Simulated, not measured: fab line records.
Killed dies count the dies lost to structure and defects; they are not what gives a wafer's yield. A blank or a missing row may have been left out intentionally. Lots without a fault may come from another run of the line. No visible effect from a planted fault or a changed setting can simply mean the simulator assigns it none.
Struck lot and sound lot, side by side + flow n5Finfet + 44 steps out of a route of 1938
Sound: these wafers, L695.1, L695.2, L695.6. Struck: wafers L705.5, L705.6 (left out: L705.2, a lot-mate that was not struck); the cause follows at the end.
Per side, at each step with rows, come the tool, then ch with its chambers, and then its first start. Under that, the readings that differ: sound wafers + struck wafers + difference of the means + sigmas: that difference in standard deviations of wafers without a fault.
alike: words and numbers the same on both sides, and readings whose means are apart by under 2 such deviations; not compared: readings that were withheld, readings missing a value for some wafer, numbers with overlapping values and no deviation given by the record, and bounds like >300 which may hide the same value.
A row with sigmas, a row that says differs or no value, or rows on one side alone: a step with any of these is where the two part. Numbers that have no deviation but don't overlap get no sigmas and don't part them. A reading missing from all wafers of one side parts the sides only when that side holds two or more wafers.

N5_GATE_CUT_ETCHBACK_00: etches W in SF6/Cl2.
  sound on rieMetal-01 ch 0,1, day 6 04:43; struck on rieMetal-02 ch 0, day 8 12:49
  alike: drypumpMotorCurrentA, oesProductAu, throttleValvePct
  not compared: rfHoursCounterH
then, 3 steps without rows for these wafers: N5_GATE_CUT_ETCH_56 (etches TiN in Cl2/Ar, target depth 21.6 nm); N5_GATE_CUT_ETCHBACK_30 (etches TiN in Cl2/Ar, target depth 3 nm); N5_GATE_CUT_VAPOR_ETCH_60 (etches HfO2 in BCl3/Cl2).
N5_GATE_CUT_ETCH_58: etches SiNx in CH3F/O2, target depth 17 nm, time 128.6 s.
  sound on rieDiel-04 ch 0,1,3, day 6 05:05; struck on rieDiel-04 ch 1,2, day 8 13:20
  alike: O2_flow_sccm, drypumpMotorCurrentA, oesProductAu, rfVppV, showerheadPlenumPTorr, throttleValvePct
  not compared: rfHoursCounterH
N5_GATE_CUT_STRIP_59: strips in N2/H2, time 20 s.
  sound on rieDiel-04 ch 0,1,3, day 6 05:11; struck on rieDiel-04 ch 1,2, day 8 13:26
  alike: drypumpMotorCurrentA, oesProductAu, rfVppV, showerheadPlenumPTorr, throttleValvePct
  not compared: rfHoursCounterH
then, 5 steps without rows for these wafers: N5_GATE_CUT_PRECLEAN_31 (cleans in DIW, time 300 s); N5_GATE_CUT_SRD_32 (time 30 s); N5_GATE_CUT_SAC_CAP_01 (material SiNx, target thk 24 nm, pulse time 1 s, ald cycles 480); N5_GATE_CUT_PECVD_57 (deposits SiNx from SiH4/NH3/N2, target thk 21 nm); N5_GATE_CUT_CMP_02 (polishes, stops on SiO2, t overpolish 12.7 s, target thk 0 nm).
N5_GATE_CUT_HM_DEP_46: deposits SiO2 from TEOS/O2, target thk 130 nm, time 26.6 s.
  sound on pecvd-01 ch 0,1,2, day 6 08:00; struck on pecvd-01 ch 0,1, day 8 16:16
| reading                                     | sound         | struck  | difference | sigmas |
|---------------------------------------------|---------------|---------|------------|--------|
| model.SiO2_of_GATE_CUT_HM_DEP_46.thkNm (nm) | 130.2 131 132 | 175 174 | +43        |        |
  alike: heaterPowerW, showerheadPlenumPTorr, throttleValvePct
then, 9 steps without rows for these wafers: N5_GATE_CUT_COAT_34 (time 60 s, resist thk 60 nm); N5_GATE_CUT_COAT_35 (time 60 s, resist thk 10 nm); N5_GATE_CUT_COAT_27 (time 60 s, resist thk 10 nm); N5_GATE_CUT_COAT_07 (resist thk 30 nm); N5_GATE_CUT_EBR_09; N5_GATE_CUT_SOFTBAKE_08 (time 60 s); N5_GATE_CUT_EXPOSE_10 (exposes mask GATE CUT, target cd 20 nm); N5_GATE_CUT_PEB_11 (peb time 60 s); N5_GATE_CUT_DEVELOP_12 (develop time 30 s).
N5_GATE_CUT_CD_MEAS_13: target cd 20 nm.
  sound on cdSem-01 ch 0, day 6 08:20; struck on cdSem-03 ch 0, day 8 16:43
  alike: cdNm
N5_GATE_CUT_OVL_MEAS_14:
  sound on overlay-01 ch 0, day 6 08:22; struck on overlay-02 ch 0, day 8 16:45
  alike: GATE_CUT_OVL
N5_GATE_CUT_INSPECT_15: inspects for defects (brightfield).
  sound on defectInspect-01, day 6 08:25; struck on defectInspect-01, day 8 16:49
  alike: rawDefectCount
N5_GATE_CUT_DESCUM_18: chemistry O2, time 7 s.
  sound on rieDiel-03 ch 0,1,2, day 6 08:29; struck on rieDiel-06 ch 0,3, day 8 16:50
  alike: drypumpMotorCurrentA, oesProductAu, rfVppV, showerheadPlenumPTorr, throttleValvePct
  not compared: rfHoursCounterH
then, 5 steps without rows for these wafers: N5_GATE_CUT_ETCH_28 (etches underlayer in N2/H2, target depth 13 nm, time 10.4 s); N5_GATE_CUT_ETCH_36 (etches SiARC in CF4, target depth 13 nm, time 21.7 s); N5_GATE_CUT_ETCH_37 (etches SOC in N2/H2, target depth 60 nm, overetch 12 nm, time 90 s); N5_GATE_CUT_STRIP_38 (strips in N2/H2); N5_GATE_CUT_STRIP_39 (strips in N2/H2).
N5_GATE_CUT_HM_OPEN_40: chemistry C4F6/O2, target SiO2, target depth 139 nm, time 85.1 s.
  sound on rieDiel-03 ch 0,1,2, day 6 08:39; struck on rieDiel-06 ch 0,3, day 8 17:00
| reading                                  | sound           | struck      | difference | sigmas |
|------------------------------------------|-----------------|-------------|------------|--------|
| etchRfOnTimeS (s)                        | 94.6 94.5 94.7  | 123.7 126.8 | +30.7      | +18    |
| model.etch.depthNm (nm)                  | 130.3 131 131.9 | 175 174     | +43        |        |
| model.SOC_of_GATE_CUT_COAT_34.thkNm (nm) | 32.6 32.6 32.4  | 23.6 23.6   | -8.9       |        |
  alike: O2_flow_sccm, drypumpMotorCurrentA, oesProductAu, rfVppV, showerheadPlenumPTorr, throttleValvePct
  not compared: rfHoursCounterH
then, 2 steps without rows for these wafers: N5_GATE_CUT_STRIP_41 (strips in CF4); N5_GATE_CUT_STRIP_42 (strips in O2).
N5_GATE_CUT_ETCH_19: etches SiNx in CH3F/O2, target depth 53.7 nm, time 76.7 s.
  sound on rieDiel-03 ch 0,1,2, day 6 08:46; struck on rieDiel-06 ch 0,3, day 8 17:07
  alike: O2_flow_sccm, drypumpMotorCurrentA, etchRfOnTimeS, oesProductAu, rfVppV, showerheadPlenumPTorr, throttleValvePct
  not compared: rfHoursCounterH
then, 7 steps without rows for these wafers: N5_GATE_CUT_CUT_ETCH_53 (etches W in SF6/Cl2, target depth 79.2 nm); N5_GATE_CUT_CUT_ETCH_54 (etches TiN in Cl2/BCl3, target depth 96.7 nm); N5_GATE_CUT_CUT_ETCH_55 (etches HfO2 in BCl3, target depth 3.2 nm); N5_GATE_CUT_ETCH_47 (etches SiO2 in Cl2/BCl3, target depth 10 nm); N5_GATE_CUT_VAPOR_ETCH_48 (etches TiN in BCl3/Cl2); N5_GATE_CUT_VAPOR_ETCH_49 (etches TiAlC in BCl3/Cl2); N5_GATE_CUT_VAPOR_ETCH_51 (etches HfO2 in BCl3/Cl2).
N5_GATE_CUT_THK_MEAS_24:
  sound on filmMetro-02, day 6 11:06; struck on filmMetro-02, day 8 19:28
| reading          | sound             | struck      | difference | sigmas |
|------------------|-------------------|-------------|------------|--------|
| GC_FILL_THK (nm) | 220.9 220.5 222.5 | 265.0 264.4 | +43.4      | +23    |
N5_GATE_CUT_CMP_43: polishes SiO2.
  sound on cmp-04 ch 1,2,3, day 6 11:08; struck on cmp-01 ch 2,3, day 8 19:44
| reading                                     | sound | struck | difference | sigmas |
|---------------------------------------------|-------|--------|------------|--------|
| model.SiO2_of_GATE_CUT_HM_DEP_46.thkNm (nm) | 5 5 5 | 7.2 7  | +2.1       |        |
  alike: motorCurrentA
N5_PASSIVATION_PROBE_49:
  the record holds rows for the sound wafers here (prober-02, day 14 07:37) but none for the struck ones

== WHERE THEY PART ==
Last at N5_PASSIVATION_PROBE_49 as far as this record goes, first at N5_GATE_CUT_HM_OPEN_40.

WHY: whatever the simulator had introduced
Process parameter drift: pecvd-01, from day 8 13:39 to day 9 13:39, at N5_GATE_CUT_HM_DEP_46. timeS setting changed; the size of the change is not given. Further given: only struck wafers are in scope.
